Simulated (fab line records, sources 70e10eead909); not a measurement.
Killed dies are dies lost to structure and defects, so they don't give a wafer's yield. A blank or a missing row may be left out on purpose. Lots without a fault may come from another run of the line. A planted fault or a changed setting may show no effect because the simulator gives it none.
Which tool did it? | flow nand_harc | 6 lots, 18 wafers sampled, at 4 steps of a route of 1302

WHAT THE GAUGES READ, wafer by wafer
NHARC_A_M1_OVL_MEAS_10: pitch 240 nm.
lot  | measured     | on         | overlay_x_nm (nm)
L374 | day 23 15:43 | overlay-01 | -0.3 -0.2 -0.4
L373 | day 23 19:43 | overlay-01 | 0.4 0.1 0.1
L376 | day 25 04:56 | overlay-02 | 1.4 1.5 1.0
L379 | day 26 22:26 | overlay-01 | -1.1 -0.9 -0.3
L392 | day 31 11:08 | overlay-01 | 0.7 1.3 1.2
L394 | day 32 22:00 | overlay-02 | 0.5 0.9 0.4

WHICH TOOL RAN EACH LOT (tool, then ch and the chambers of the sampled wafers, then the start)
lot  | NHARC_A_M0_PRE_CLEAN_29                 | NHARC_A_M0_PVD_20                       | NHARC_A_M1_SOFTBAKE_04
L374 | pvd_sputter-03, day 23 15:00 or earlier | pvd_sputter-03, day 23 15:00 or earlier | litho_track-06 ch 0, day 23 15:00
L373 | pvd_sputter-01, day 23 19:00 or earlier | pvd_sputter-01, day 23 19:00 or earlier | litho_track-06 ch 0, day 23 19:00
L376 | pvd_sputter-01, day 25 04:00 or earlier | pvd_sputter-01, day 25 04:00 or earlier | litho_track-01 ch 0, day 25 04:00
L379 | pvd_sputter-03, day 26 22:00 or earlier | pvd_sputter-03, day 26 22:00 or earlier | litho_track-01 ch 0, day 26 22:00
L392 | pvd_sputter-01, day 31 10:00 or earlier | pvd_sputter-01, day 31 10:00 or earlier | litho_track-01 ch 0, day 31 10:00
L394 | pvd_sputter-01, day 32 21:00 or earlier | pvd_sputter-01, day 32 21:00 or earlier | litho_track-01 ch 0, day 32 21:00
- NHARC_A_M0_PRE_CLEAN_29: time 30 s.
- NHARC_A_M0_PVD_20: deposits TaN, target thk 5 nm, time 8.06 s.
- NHARC_A_M1_SOFTBAKE_04: time 55 s.

THE ANSWER, worked out from the rows above alone
Rule: what is usual is taken from the lots themselves. Put in order of their means at a reading, lots are off if they are a third of the lots or fewer, leave a main group of 4 or more, and stand apart from it by a gap of 3 or more times the standard deviation of the main group's means; of several such gaps the widest counts. A main group whose means are all the same, to the digits that the tables above print for the reading, isn't used. A lot without any number at a reading at which 4 lots or more have one is off too. The other lots that the step has rows for count as sound.
No lot is off at any reading shown: from this, nothing can be told.

WHAT THE SIMULATOR HAD PUT IN
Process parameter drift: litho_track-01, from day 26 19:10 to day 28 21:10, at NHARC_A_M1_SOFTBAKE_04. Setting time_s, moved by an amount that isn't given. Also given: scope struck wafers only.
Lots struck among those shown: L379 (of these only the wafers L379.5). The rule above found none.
